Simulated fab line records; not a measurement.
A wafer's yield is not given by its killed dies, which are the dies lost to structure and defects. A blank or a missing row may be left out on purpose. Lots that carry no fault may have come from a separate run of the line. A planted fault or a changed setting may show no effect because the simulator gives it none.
Matching of chambers :: flow n5 finfet :: N5_BEOL_M14_ETCH_67 on rie diel-02: 4 sister chambers
The step etches SiARC in CF4, target depth 143 nm, time 238.3 s. 8 wafers are shown with their chamber, then 8 later ones without.

WAFERS, EACH WITH ITS CHAMBER
wafer: L079.4
chamber: 0
showerhead plenum p Torr (Torr): 2.12
drypump motor current A (A): 5.3

wafer: L079.6
chamber: 1
showerhead plenum p Torr (Torr): 2.02
drypump motor current A (A): 5.8

wafer: L082.2
chamber: 0
showerhead plenum p Torr (Torr): 2.12
drypump motor current A (A): 5.3

wafer: L082.4
chamber: 2
showerhead plenum p Torr (Torr): 2.16
drypump motor current A (A): 5.8

wafer: L082.5
chamber: 1
showerhead plenum p Torr (Torr): 2.02
drypump motor current A (A): 5.9

wafer: L086.2
chamber: 2
showerhead plenum p Torr (Torr): 2.16
drypump motor current A (A): 5.7

wafer: L086.4
chamber: 3
showerhead plenum p Torr (Torr): 2.09
drypump motor current A (A): 5.9

wafer: L089.1
chamber: 3
showerhead plenum p Torr (Torr): 2.08
drypump motor current A (A): 5.9

WAFERS WITH NO CHAMBER GIVEN
wafer: L089.5
showerhead plenum p Torr (Torr): 2.15
drypump motor current A (A): 5.8

wafer: L089.6
showerhead plenum p Torr (Torr): 2.08
drypump motor current A (A): 5.9

wafer: L094.3
showerhead plenum p Torr (Torr): 2.08
drypump motor current A (A): 5.9

wafer: L094.4
showerhead plenum p Torr (Torr): 2.15
drypump motor current A (A): 5.8

wafer: L094.6
showerhead plenum p Torr (Torr): 2.02
drypump motor current A (A): 5.8

wafer: L097.2
showerhead plenum p Torr (Torr): 2.01
drypump motor current A (A): 5.8

wafer: L097.3
showerhead plenum p Torr (Torr): 2.15
drypump motor current A (A): 5.8

wafer: L097.5
showerhead plenum p Torr (Torr): 2.08
drypump motor current A (A): 5.9

WHICH CHAMBER EACH ONE RAN IN
wafer: L089.5
from the rows above: 2
in truth: 2

wafer: L089.6
from the rows above: 3
in truth: 3

wafer: L094.3
from the rows above: 3
in truth: 3

wafer: L094.4
from the rows above: 2
in truth: 2

wafer: L094.6
from the rows above: 1
in truth: 1

wafer: L097.2
from the rows above: 1
in truth: 1

wafer: L097.3
from the rows above: 2
in truth: 2

wafer: L097.5
from the rows above: 3
in truth: 3
8 of 8 placed correctly. From these rows, 0 cannot be placed. Placed wrongly: 0.
How it was worked out, from the rows above alone: a wafer's distance from a chamber is the root of the sum, over the readings, of the square of ((its reading less the chamber's mean) divided by the reading's scatter). If the next closest chamber is less than 2 further off than the closest, the wafer can't be placed; otherwise it belongs to the closest. Each chamber's mean is taken over the wafers shown for it. The scatter is the square root of a quotient: the sum, over the shown wafers, of each reading's squared deviation from its chamber's mean, divided by wafers minus chambers.
